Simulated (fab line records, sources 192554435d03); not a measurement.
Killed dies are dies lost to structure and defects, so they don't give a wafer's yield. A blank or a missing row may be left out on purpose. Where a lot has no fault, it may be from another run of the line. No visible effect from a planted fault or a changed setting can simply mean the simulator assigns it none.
fab line records | flow n5Finfet
record lots=10 | wafers=30 | lastDay=18
route steps=1938 shown MIM_TOP@1836 MIM_TOP_ETCH@1852 MIM_BOT_LITHO@1859 PASSIVATION@1936
lots that met no fault: from a run of the same line without faults
startH: hours from the record's first day to the start of the lot's first wafer shown | waitH: hours from the lot's prior step to this one | " the same as in the row above | L1.1+2: a row that stands for several wafers | - no value present, or no start provided | * or withheld: withheld | < > ~ a bound
route shown NAME@n: NAME is a module with steps in the file, n the number in the route of the first one | usual: mean/standard deviation taken from wafers without a fault | same: alike in all rows | chamber/n: place in a boat | sites: the reading at each site | _std_site: their standard deviation | _edge_site: mean of outer sites minus mean of inner sites | radiusMm: how far each site lies from the wafer's centre | mask NAME#n: copy n | behind: the last tool/chamber to shape the wafer | hold: what put the lot on hold/how long, in hours/how the hold closed | device: the transistor (n, p or np) that didn't switch | end of line: the tests these same wafers got at the end of their route | step lacking rows: just its recipe | killed: count of dies lost to structure and defects at first sort (not the wafer's yield) | map: per-die view of a wafer (x killed, . not killed, _ where there is no die)
set.NAME: the setting that was run; set.NAME@STEP: the one run at that earlier step | model.NAME: the simulator's own value behind a step, which no gauge read
one table for each step of the route and one row for each wafer, over a sample of lots
services: from which hour (startH, from the record's first day; less than 0 if before it) a tool's chamber was out of use, for how many hours, and why
## steps
# step N5_MIM_TOP_ALD_02
# recipe material=Al2O3 | targetThkA=* | tempC=withheld | aldPrecursorFamily=TMA | aldCoReactant=O3 | pulseTimeS=withheld | purgeTimeS=3 | coReactantPurgeTimeS=withheld | coReactantPulseTimeS=3 | aldCycles=withheld
# usual precursorPulseHeightRel=1.002/0.02
lot.wafer | tool     | chamber | startH | waitH | precursorPulseHeightRel
L200.2    | aldHk-03 | 2       | -      | -     | 0.983
L200.5    | "        | 1       | "      | "     | 0.984
L200.6    | "        | 0       | "      | "     | 1.006
L203.1    | aldHk-03 | 2       | -      | -     | 1.005
L203.2    | "        | 1       | "      | "     | 0.988
L203.5    | "        | 2       | "      | "     | 1.041
L204.1    | aldHk-03 | 3       | -      | -     | 0.966
L204.4    | "        | 2       | "      | "     | 1.003
L204.6    | "        | 3       | "      | "     | 0.997
L208.1    | aldHk-03 | 2       | -      | -     | 1.015
L208.5    | "        | 2       | "      | "     | 0.968
L208.6    | "        | 3       | "      | "     | 1.005
L206.1    | aldHk-03 | 0       | -      | -     | 1.025
L206.3    | "        | 1       | "      | "     | 0.974
L206.4    | "        | 2       | "      | "     | 0.998
L205.2    | aldHk-03 | 1       | -      | -     | 0.973
L205.3    | "        | 3       | "      | "     | 1.057
L205.4    | "        | 0       | "      | "     | 0.998
L211.1    | aldHk-01 | 2       | -      | -     | 1.009
L211.3    | "        | 0       | "      | "     | 1.035
L211.6    | "        | 0       | "      | "     | 1.022
L214.1    | aldHk-01 | 0       | -      | -     | 0.982
L214.3    | "        | 1       | "      | "     | 1.014
L214.6    | "        | 3       | "      | "     | 1.015
L220.2    | aldHk-02 | 1       | -      | -     | 1.048
L220.4    | "        | 2       | "      | "     | 1.032
L220.6    | "        | 0       | "      | "     | 0.978
L223.4    | aldHk-02 | 3       | -      | -     | 0.992
L223.5    | "        | 3       | "      | "     | 0.977
L223.6    | "        | 2       | "      | "     | 1.011
# step N5_MIM_TOP_ETCH_STRIP_01
# recipe chemistry=O2 | powerW=600 | tempC=60 | pressureMtorr=30 | rfFrequencyHz=6e+07 | biasPowerW=0 | overashFraction=0.5 | o2FlowSccm=225
# usual drypumpMotorCurrentA=5.9/0.41 | oesProductAu=0.79/0.09 | rfVppV=3.6/1.2 | showerheadPlenumPTorr=2.11/0.056 | throttleValvePct=16.68/0.24
# same overashFraction=0.5
lot.wafer | tool       | chamber | startH | waitH | drypumpMotorCurrentA | oesProductAu | rfHoursCounterH | rfVppV | showerheadPlenumPTorr | throttleValvePct
L200.2    | rieDiel-06 | 2       | 282.40 | 0.1   | 5.5                  | 0.76         | 110             | 3.7    | 2.03                  | 16.68
L200.5    | "          | 3       | "      | "     | 5.9                  | 0.70         | -               | 2.9    | 1.98                  | 16.94
L200.6    | "          | 0       | "      | "     | 5.3                  | 0.69         | -               | 0.7    | 2.07                  | 17.09
L203.1    | rieDiel-06 | 3       | 304.30 | 0.1   | 6.0                  | 0.67         | 237             | 2.8    | 1.97                  | 16.95
L203.2    | "          | 0       | "      | "     | 5.4                  | 0.66         | 226             | 4.8    | 2.07                  | 17.15
L203.5    | "          | 2       | "      | "     | 5.5                  | 0.76         | -               | 5.2    | 2.02                  | 16.69
L204.1    | rieDiel-06 | 0       | 305.71 | 0.2   | 5.4                  | 0.68         | 227             | 6.6    | 2.07                  | 17.12
L204.4    | "          | 1       | "      | "     | 5.3                  | 0.72         | 177             | 4.4    | 2.10                  | 16.78
L204.6    | "          | 2       | "      | "     | 5.5                  | 0.78         | -               | 4.6    | 2.02                  | 16.68
L208.1    | rieDiel-04 | 0       | 320.84 | 0.1   | 6.1                  | 0.82         | 110             | 6.1    | 2.12                  | 16.34
L208.5    | "          | 2       | "      | "     | 6.4                  | 0.93         | -               | 2.0    | 2.13                  | 16.56
L208.6    | "          | 1       | "      | "     | 6.3                  | 0.68         | -               | 3.5    | 2.16                  | 16.70
L206.1    | rieDiel-04 | 1       | 325.90 | 0.1   | 6.3                  | 0.69         | 189             | 3.2    | 2.16                  | 16.67
L206.3    | "          | 3       | "      | "     | 5.3                  | 0.70         | 232             | 1.5    | 2.16                  | 17.13
L206.4    | "          | 0       | "      | "     | 6.1                  | 0.79         | 112             | 0.8    | 2.12                  | 16.38
L205.2    | rieDiel-04 | 3       | 327.43 | 0.1   | 5.3                  | 0.71         | 233             | 2.6    | 2.16                  | 17.05
L205.3    | "          | 0       | "      | "     | 6.1                  | 0.81         | 112             | 4.1    | 2.12                  | 16.32
L205.4    | "          | 1       | "      | "     | 6.3                  | 0.71         | 190             | 2.6    | 2.16                  | 16.66
L211.1    | rieDiel-04 | 1       | 347.93 | 0.2   | 6.3                  | 0.71         | 197             | 4.6    | 2.16                  | 16.69
L211.3    | "          | 0       | "      | "     | 6.1                  | 0.81         | 119             | 3.1    | 2.11                  | 16.37
L211.6    | "          | 2       | "      | "     | 6.4                  | 0.90         | -               | 4.2    | 2.13                  | 16.58
L214.1    | rieDiel-06 | 1       | 376.33 | 0.1   | 5.3                  | 0.73         | 201             | 2.3    | 2.09                  | 16.85
L214.3    | "          | 2       | "      | "     | 5.5                  | 0.73         | 141             | 1.9    | 2.01                  | 16.71
L214.6    | "          | 0       | "      | "     | 5.3                  | 0.65         | -               | 2.2    | 2.06                  | 17.17
L220.2    | rieDiel-04 | 2       | 399.56 | 0.3   | 6.4                  | 0.89         | 40              | 7.1    | 2.12                  | 16.60
L220.4    | "          | 2       | "      | "     | 6.4                  | 0.89         | -               | 4.5    | 2.12                  | 16.57
L220.6    | "          | 1       | "      | "     | 6.4                  | 0.71         | -               | 4.3    | 2.15                  | 16.74
L223.4    | rieDiel-06 | 2       | 416.32 | 0.2   | 5.5                  | 0.73         | 155             | 1.3    | 2.01                  | 16.76
L223.5    | "          | 2       | "      | "     | 5.5                  | 0.73         | -               | 2.4    | 2.01                  | 16.74
L223.6    | "          | 3       | "      | "     | 6.0                  | 0.91         | -               | 3.0    | 2.23                  | 16.56
# step N5_MIM_BOT_LITHO_PEB_06
# recipe pebTempC=withheld | pebTimeS=*
# usual exhaustPa=44.9/0.94
lot.wafer | tool          | chamber | startH | waitH | exhaustPa
L200.2    | lithoTrack-05 | 0       | 282.70 | 0.0   | 44.0
L200.5    | "             | 0       | "      | "     | 44.8
L200.6    | "             | 0       | "      | "     | 45.4
L203.1    | lithoTrack-01 | 0       | 304.61 | 0.1   | 46.2
L203.2    | "             | 0       | "      | "     | 44.6
L203.5    | "             | 0       | "      | "     | 45.7
L204.1    | lithoTrack-05 | 0       | 306.01 | 0.1   | 45.1
L204.4    | "             | 0       | "      | "     | 44.7
L204.6    | "             | 0       | "      | "     | 44.3
L208.1    | lithoTrack-04 | 0       | 321.27 | 0.1   | 44.8
L208.5    | "             | 0       | "      | "     | 44.9
L208.6    | "             | 0       | "      | "     | 45.1
L206.1    | lithoTrack-01 | 0       | 326.23 | 0.1   | 44.8
L206.3    | "             | 0       | "      | "     | 45.0
L206.4    | "             | 0       | "      | "     | 44.8
L205.2    | lithoTrack-05 | 0       | 327.74 | 0.0   | 44.6
L205.3    | "             | 0       | "      | "     | 44.5
L205.4    | "             | 0       | "      | "     | 43.5
L211.1    | lithoTrack-04 | 0       | 348.23 | 0.1   | 46.4
L211.3    | "             | 0       | "      | "     | 45.2
L211.6    | "             | 0       | "      | "     | 46.5
L214.1    | lithoTrack-05 | 0       | 376.65 | 0.1   | 44.3
L214.3    | "             | 0       | "      | "     | 45.4
L214.6    | "             | 0       | "      | "     | 43.9
L220.2    | lithoTrack-05 | 0       | 399.99 | 0.0   | 44.1
L220.4    | "             | 0       | "      | "     | 43.1
L220.6    | "             | 0       | "      | "     | 44.9
L223.4    | lithoTrack-04 | 0       | 416.62 | 0.0   | 45.3
L223.5    | "             | 0       | "      | "     | 45.1
L223.6    | "             | 0       | "      | "     | 45.6
# step N5_MIM_BOT_LITHO_CD_MEAS_08
# recipe targetCdNm=3000 | landingEnergyEv=500 | detector=seInlens | polarity=opening
# usual cdNm=2999.8/1.7
lot.wafer | tool     | chamber | startH | waitH | cdNm
L200.2    | cdSem-02 | 0       | 282.82 | -     | 3000.6
L200.5    | "        | 0       | "      | "     | 3000.9
L200.6    | "        | 0       | "      | "     | 3000.4
L203.1    | cdSem-01 | 0       | 304.72 | -     | 2997.9
L203.2    | "        | 0       | "      | "     | 3001.9
L203.5    | "        | 0       | "      | "     | 2999.3
L204.1    | cdSem-03 | 0       | 306.13 | -     | 3000.2
L204.4    | "        | 0       | "      | "     | 3000.6
L204.6    | "        | 0       | "      | "     | 2998.3
L208.1    | cdSem-01 | 0       | 321.39 | -     | 2999.6
L208.5    | "        | 0       | "      | "     | 2997.1
L208.6    | "        | 0       | "      | "     | 2997.5
L206.1    | cdSem-03 | 0       | 326.35 | -     | 2995.9
L206.3    | "        | 0       | "      | "     | 2996.9
L206.4    | "        | 0       | "      | "     | 3000.7
L205.2    | cdSem-01 | 0       | 327.86 | -     | 3000.2
L205.3    | "        | 0       | "      | "     | 2999.1
L205.4    | "        | 0       | "      | "     | 2999.3
L211.1    | cdSem-02 | 0       | 348.35 | -     | 2996.3
L211.3    | "        | 0       | "      | "     | 2997.8
L211.6    | "        | 0       | "      | "     | 2997.7
L214.1    | cdSem-01 | 0       | 376.77 | -     | 2999.5
L214.3    | "        | 0       | "      | "     | 2989.8
L214.6    | "        | 0       | "      | "     | 2989.2
L220.2    | cdSem-03 | 0       | 400.11 | -     | 3001.5
L220.4    | "        | 0       | "      | "     | 3000.3
L220.6    | "        | 0       | "      | "     | 2991.5
L223.4    | cdSem-03 | 0       | 416.74 | -     | 2999.1
L223.5    | "        | 0       | "      | "     | 2998.2
L223.6    | "        | 0       | "      | "     | 2999.4
# step N5_MIM_BOT_LITHO_DESCUM_10
# recipe chemistry=O2 | timeS=7.9 | sourcePowerW=50 | biasPowerW=20 | pressureMtorr=20 | rfFrequencyHz=2.712e+07 | tempC=40 | o2FlowSccm=225
# usual drypumpMotorCurrentA=6.0/0.5 | oesProductAu=0.81/0.083 | rfVppV=244.0/1.4 | showerheadPlenumPTorr=2.14/0.075 | throttleValvePct=20.3/0.32
lot.wafer | tool       | chamber | startH | waitH | drypumpMotorCurrentA | oesProductAu | rfHoursCounterH | rfVppV | showerheadPlenumPTorr | throttleValvePct
L200.2    | rieDiel-02 | 1       | 282.91 | 0.0   | 6.5                  | 0.87         | 55              | 243.8  | 2.20                  | 20.0
L200.5    | "          | 0       | "      | "     | 6.3                  | 0.68         | -               | 244.8  | 2.14                  | 20.1
L200.6    | "          | 3       | "      | "     | 6.0                  | 0.87         | -               | 244.4  | 2.23                  | 20.6
L203.1    | rieDiel-05 | 3       | 304.81 | 0.0   | 6.2                  | 0.91         | 21              | 244.9  | 2.25                  | 20.3
L203.2    | "          | 2       | "      | "     | 5.5                  | 0.68         | 232             | 245.1  | 2.15                  | 20.7
L203.5    | "          | 2       | "      | "     | 5.6                  | 0.68         | -               | 242.7  | 2.15                  | 20.7
L204.1    | rieDiel-05 | 2       | 306.22 | 0.0   | 5.5                  | 0.69         | 232             | 243.4  | 2.15                  | 20.7
L204.4    | "          | 0       | "      | "     | 5.6                  | 0.92         | -               | 243.3  | 2.14                  | 20.5
L204.6    | "          | 2       | "      | "     | 5.5                  | 0.69         | -               | 243.8  | 2.15                  | 20.7
L208.1    | rieDiel-01 | 3       | 321.47 | 0.0   | 5.1                  | 0.79         | 101             | 242.4  | 2.01                  | 20.0
L208.5    | "          | 3       | "      | "     | 5.1                  | 0.78         | -               | 241.7  | 2.01                  | 20.0
L208.6    | "          | 0       | "      | "     | 6.8                  | 0.69         | -               | 242.5  | 2.06                  | 20.6
L206.1    | rieDiel-05 | 3       | 326.63 | 0.2   | 6.2                  | 0.89         | 32              | 245.1  | 2.24                  | 20.3
L206.3    | "          | 2       | "      | "     | 5.6                  | 0.68         | 242             | 243.7  | 2.15                  | 20.8
L206.4    | "          | 1       | "      | "     | 6.5                  | 0.95         | 2               | 243.3  | 2.04                  | 19.6
L205.2    | rieDiel-02 | 2       | 327.94 | 0.0   | 5.7                  | 0.75         | 137             | 244.8  | 2.09                  | 20.4
L205.3    | "          | 3       | "      | "     | 6.0                  | 0.85         | 82              | 244.6  | 2.22                  | 20.6
L205.4    | "          | 3       | "      | "     | 6.0                  | 0.85         | -               | 244.7  | 2.22                  | 20.6
L211.1    | rieDiel-01 | 1       | 348.44 | 0.0   | 6.1                  | 0.76         | 157             | 245.8  | 2.19                  | 20.6
L211.3    | "          | 0       | "      | "     | 6.8                  | 0.68         | 230             | 243.5  | 2.06                  | 20.6
L211.6    | "          | 1       | "      | "     | 6.2                  | 0.76         | -               | 242.1  | 2.19                  | 20.6
L214.1    | rieDiel-02 | 0       | 376.86 | 0.0   | 6.2                  | 0.90         | 11              | 244.0  | 2.13                  | 19.7
L214.3    | "          | 1       | "      | "     | 6.5                  | 0.82         | 91              | 242.7  | 2.19                  | 20.1
L214.6    | "          | 0       | "      | "     | 6.3                  | 0.91         | -               | 244.0  | 2.13                  | 19.7
L220.2    | rieDiel-05 | 3       | 400.19 | 0.0   | 6.2                  | 0.85         | 56              | 245.1  | 2.23                  | 20.3
L220.4    | "          | 3       | "      | "     | 6.2                  | 0.85         | -               | 244.1  | 2.23                  | 20.3
L220.6    | "          | 2       | "      | "     | 5.6                  | 0.93         | -               | 244.1  | 2.14                  | 20.4
L223.4    | rieDiel-05 | 1       | 418.23 | 1.4   | 6.5                  | 0.89         | 27              | 242.5  | 2.03                  | 19.7
L223.5    | "          | 0       | "      | "     | 5.6                  | 0.85         | -               | 243.2  | 2.13                  | 20.6
L223.6    | "          | 3       | "      | "     | 6.2                  | 0.85         | -               | 244.9  | 2.23                  | 20.3
# step N5_PASSIVATION_PROBE_49
# usual defectLimitedYield=91.2/1.5 | killed_at_M0_to_M3=33/9.6 | killed_at_M4_up=14/5.6 | killedAtContacts=14/5.5 | killedAtFrontEnd=40/13 | killedAtOther=4/3 | killedDies=104/17 | killedOpen=68/13 | killedShort=33/7.2 | sort_bin_5_function=5.2/0.95 | sort_bin_6_memory=3.3/0.62 | sortNPass=1076/17 | sortYieldPct=91.2/1.5
# same grossDies=1180 | killedAtBackSide=0 | sort_bin_4_leakage[%]=0 | sort_bin_8_speed[%]=0
lot.wafer | tool      | chamber | startH | waitH | defectLimitedYield[%] | killed_at_M0_to_M3 | killed_at_M4_up | killedAtContacts | killedAtFrontEnd | killedAtOther | killedDies | killedOpen | killedShort | sort_bin_5_function[%] | sort_bin_6_memory[%] | sortNPass | sortYieldPct[%]
L206.1    | prober-02 | -       | 337.04 | 0.0   | 92.2                  | 37                 | 9               | 10               | 31               | 5             | 92         | 55         | 36          | 4.2                    | 3.3                  | 1088      | 92.2
L206.3    | prober-02 | -       | 337.14 | 0.1   | 90.8                  | 25                 | 14              | 23               | 40               | 7             | 109        | 66         | 36          | 5.3                    | 3.2                  | 1071      | 90.8
L206.4    | prober-02 | -       | 337.19 | 0.2   | 91.4                  | 37                 | 15              | 10               | 32               | 8             | 102        | 58         | 43          | 4.6                    | 3.5                  | 1078      | 91.4
L214.1    | prober-02 | -       | 386.41 | 0.0   | 91.6                  | 31                 | 8               | 17               | 41               | 2             | 99         | 59         | 38          | 5.0                    | 2.9                  | 1081      | 91.6
L214.3    | prober-02 | -       | 386.51 | 0.1   | 93.3                  | 18                 | 9               | 13               | 36               | 3             | 79         | 49         | 23          | 3.6                    | 2.5                  | 1101      | 93.3
L214.6    | prober-02 | -       | 386.66 | 0.3   | 91.9                  | 31                 | 11              | 8                | 39               | 6             | 95         | 63         | 32          | 4.2                    | 3.4                  | 1085      | 91.9
# killed by level:class
L206.1 BEOL_M0_SAQP:geometricParticle:open=11 BEOL_M1:geometricParticle:open=8 BEOL_M2:geometricParticle:open=7 STARTING-WAFER:geometricParticle:short=7 FIN_SAQP:geometricParticle:short=6 MOL_CONTACT_COAG:geometricParticle:open=6 FIN_SAQP:geometricParticle:open=5 BEOL_M0_SAQP:geometricParticle:short=5
L206.3 MOL_CONTACT_COAG:geometricParticle:open=18 STI_FIN_REVEAL:geometricParticle:open=11 GATE_CUT:geometricParticle:short=9 BEOL_M4:geometricParticle:open=8 BEOL_M1:geometricParticle:open=7 BEOL_M0_SAQP:geometricParticle:short=5 BEOL_M2:geometricParticle:open=5 FIN_SAQP:geometricParticle:short=4
L206.4 BEOL_M2:geometricParticle:open=8 MOL_CONTACT_COAG:geometricParticle:open=8 BEOL_M4:geometricParticle:open=7 FIN_SAQP:geometricParticle:open=6 FIN_SAQP:geometricParticle:short=6 BEOL_M0_SAQP:geometricParticle:open=6 BEOL_M0_SAQP:geometricParticle:short=6 BEOL_M3:geometricParticle:short=6
L214.1 FIN_SAQP:geometricParticle:open=12 MOL_CONTACT_COAG:geometricParticle:open=9 FIN_SAQP:geometricParticle:short=8 STI_FIN_REVEAL:geometricParticle:open=7 MOL_CONTACT_COAG:geometricParticle:short=7 BEOL_M2:geometricParticle:open=7 BEOL_M2:geometricParticle:short=6 BEOL_M3:geometricParticle:open=6
L214.3 MOL_CONTACT_COAG:geometricParticle:open=13 FIN_SAQP:geometricParticle:open=6 HKMG_FIN:areaEtch=6 FIN_SAQP:geometricParticle:short=5 STI_FIN_REVEAL:geometricParticle:open=4 BEOL_M3:geometricParticle:short=4 DUMMY_GATE:geometricParticle:open=4 BEOL_M4:geometricParticle:open=4
L214.6 FIN_SAQP:geometricParticle:open=11 BEOL_M1:geometricParticle:open=8 STI_FIN_REVEAL:geometricParticle:open=7 MOL_CONTACT_COAG:geometricParticle:open=7 FIN_SAQP:geometricParticle:short=6 BEOL_M2:geometricParticle:open=6 BEOL_M4:geometricParticle:open=6 GATE_CUT:geometricParticle:short=4
## services
tool       | chamber | startH | hours | kind
aldHk-03   | -       | 274.18 | 1.2   | pm
aldHk-02   | -       | 283.44 | 2.7   | repair
rieDiel-05 | 1       | 297.02 | -     | clean
rieDiel-05 | 1       | 297.02 | -     | consumableReplace:focusRing
rieDiel-05 | 1       | 297.02 | 22.1  | scheduledDown
rieDiel-05 | 1       | 297.02 | 22.1  | ventCycle
rieDiel-02 | 2       | 306.72 | 4.8   | repair
rieDiel-02 | 3       | 317.48 | 4.5   | repair
rieDiel-02 | 3       | 329.20 | 11.3  | repair
rieDiel-02 | 2       | 332.84 | 7.0   | repair
rieDiel-04 | 3       | 334.18 | 5.4   | repair
rieDiel-06 | 3       | 342.84 | -     | clean
rieDiel-06 | 3       | 342.84 | -     | consumableReplace:esc
rieDiel-06 | 3       | 342.84 | -     | consumableReplace:focusRing
rieDiel-06 | 3       | 342.84 | -     | consumableReplace:showerhead
rieDiel-06 | 3       | 342.84 | 36.3  | scheduledDown
rieDiel-01 | 3       | 344.13 | 12.7  | repair
aldHk-02   | -       | 350.66 | 1.1   | repair
aldHk-01   | -       | 378.36 | 4.3   | pm
rieDiel-02 | 0       | 379.82 | 4.5   | repair
rieDiel-05 | 1       | 389.81 | 22.9  | repair
aldHk-02   | -       | 395.01 | 2.8   | pm
rieDiel-02 | -       | 408.69 | 14.6  | pm
rieDiel-04 | 2       | 411.76 | 6.3   | repair
## key
firstSign step=N5_MIM_BOT_LITHO_CD_MEAS_08 | reading=cdNm | direction=down | sigmas=5.5 | usual=2999.8 | struck=2990.2
effect none on later readings
metAt N5_MIM_BOT_LITHO_PEB_06
struckLots L214,L220
struckWafers L214.3,L214.6,L220.6
notActingAt N5_MIM_TOP_ALD_02,N5_MIM_TOP_ETCH_STRIP_01,N5_MIM_BOT_LITHO_DESCUM_10
onsetBetween 327.74 376.65
fault kind=processParameterDrift | tool=lithoTrack-05 | chamber=- | onsetH=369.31 | steps=N5_MIM_BOT_LITHO_PEB_06 | channel=pebTimeS | offset=* | shape=step | endH=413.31 | scope=struckWafersOnly | actsIn=* | stated=*
